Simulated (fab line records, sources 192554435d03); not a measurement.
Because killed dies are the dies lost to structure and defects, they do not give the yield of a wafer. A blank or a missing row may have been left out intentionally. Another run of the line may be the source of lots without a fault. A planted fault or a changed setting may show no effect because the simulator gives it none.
A struck lot beside a sound one | flow n5-finfet | 15 steps out of a route of 1938
Sound: the wafers L168.2, L168.5, L168.6. Struck: wafer L157.1; the same lot's L157.6 was not struck, so it is left out; see the end for the cause.
Each step with rows lists, per side, the tool, then ch with its chambers, then its first start. Under that, the readings that differ: sound wafers | struck wafers | difference of the means | sigmas: that difference in standard deviations of wafers without a fault.
alike: same words and numbers on both sides, and readings whose means sit less than 2 such deviations apart. not compared: any withheld reading, any reading some wafer has no value for, any bound like >300 that may hide the same value, and any number with overlapping values for which the record gives no deviation.
The two part at a step that has a row with sigmas, a row that says differs or no value, or rows on one side only. When numbers do not overlap yet have no deviation, they are printed without sigmas and do not part them. A reading missing from all wafers of one side parts the sides only when that side holds two or more wafers.

first, 4 steps without rows for these wafers: N5_BEOL_M11_SOFTBAKE_06 (time 60 s); N5_BEOL_M11_EXPOSE_08 (exposes mask M11); N5_BEOL_M11_PEB_09 (peb time 60 s); N5_BEOL_M11_DEVELOP_10 (develop time 30 s).
N5_BEOL_M11_CD_MEAS_11: the cd target is 64.1 nm.
  sound on cd-sem-01 ch 0, day 15 13:30; struck on cd-sem-02 ch 0, day 12 21:11
  alike: cd-nm
N5_BEOL_M11_OVL_MEAS_12:
  sound on overlay-01 ch 0, day 15 13:32; struck on overlay-02 ch 0, day 12 21:13
  alike: M11_OVL
N5_BEOL_M11_INSPECT_13: inspects for defects (brightfield).
  sound on defect-inspect-02 at day 15 13:34; struck on defect-inspect-01 at day 12 21:14
  alike: raw-defect-count
N5_BEOL_M11_DESCUM_16: chemistry O2, time 7.9 s.
  sound on rie-diel-03 ch 0,1, day 15 13:35; struck on rie-diel-03 ch 3, day 12 21:16
  alike: drypump-motor-current-A, oes-product-au, rf-fwd-power-W, rf-vpp-V, showerhead-plenum-p-Torr, throttle-valve-pct
  not compared: rf-hours-counter-h
N5_BEOL_M11_ETCH_61: etches SiARC in CF4, target depth 39 nm, time 65 s.
  sound on rie-diel-03 ch 0,1, day 15 13:37; struck on rie-diel-03 ch 3, day 12 21:19
  alike: drypump-motor-current-A, etch-rf-on-time-s, oes-product-au, rf-fwd-power-W, rf-vpp-V, showerhead-plenum-p-Torr, throttle-valve-pct
  not compared: rf-hours-counter-h
N5_BEOL_M11_ETCH_62: etches SOC in N2/H2, target depth 110 nm, overetch 22 nm, time 165 s.
  sound on rie-diel-03 ch 0,1, day 15 13:40; struck on rie-diel-03 ch 3, day 12 21:22
  alike: drypump-motor-current-A, h2-flow-sccm, n2-flow-sccm, oes-product-au, rf-fwd-power-W, rf-vpp-V, showerhead-plenum-p-Torr, throttle-valve-pct
  not compared: rf-hours-counter-h
then, 1 step without rows for these wafers: N5_BEOL_M11_STRIP_68 (strips in N2/H2).
N5_BEOL_M11_STRIP_67: strips in CF4.
  sound on rie-diel-03 ch 0,1, day 15 13:49; struck on rie-diel-03 ch 3, day 12 21:30
  alike: drypump-motor-current-A, oes-product-au, rf-vpp-V, showerhead-plenum-p-Torr, throttle-valve-pct
  not compared: rf-hours-counter-h
N5_BEOL_M11_HM_OPEN_17: chemistry Cl2/BCl3, target TiN, target depth 20 nm, overetch 6 nm.
  sound on rie-metal-02 ch 0,1, day 15 13:52; struck on rie-metal-03 ch 0, day 12 21:32
  reading                                   | sound          | struck | difference | sigmas
  model.SOC_of_BEOL_M11_COAT_59.thk-nm (nm) | 91.8 92.2 91.8 | 88.6   | -3.3       |
  alike: drypump-motor-current-A, oes-product-au, rf-fwd-power-W, throttle-valve-pct
  not compared: rf-hours-counter-h
N5_BEOL_M11_STRIP_19: strips in O2.
  sound on rie-diel-04 ch 0,1,2, day 15 13:58; struck on rie-diel-04 ch 0, day 12 21:40
  alike: drypump-motor-current-A, oes-product-au, rf-vpp-V, showerhead-plenum-p-Torr, throttle-valve-pct
  not compared: rf-hours-counter-h
N5_PASSIVATION_PROBE_49:
  sound on prober-02 at day 17 10:59; struck on prober-01 at day 14 14:16
  alike: defect-limited-yield, killed_at_M0_to_M3, killed_at_M4_up, killed-at-contacts, killed-at-front-end, killed-at-other, killed-dies, killed-open, killed-short, sort_bin_5_function, sort_bin_6_memory, sort-n-pass, sort-yield-pct

## WHERE THEY PART
Nowhere in this record.

WHY: whatever the simulator had introduced
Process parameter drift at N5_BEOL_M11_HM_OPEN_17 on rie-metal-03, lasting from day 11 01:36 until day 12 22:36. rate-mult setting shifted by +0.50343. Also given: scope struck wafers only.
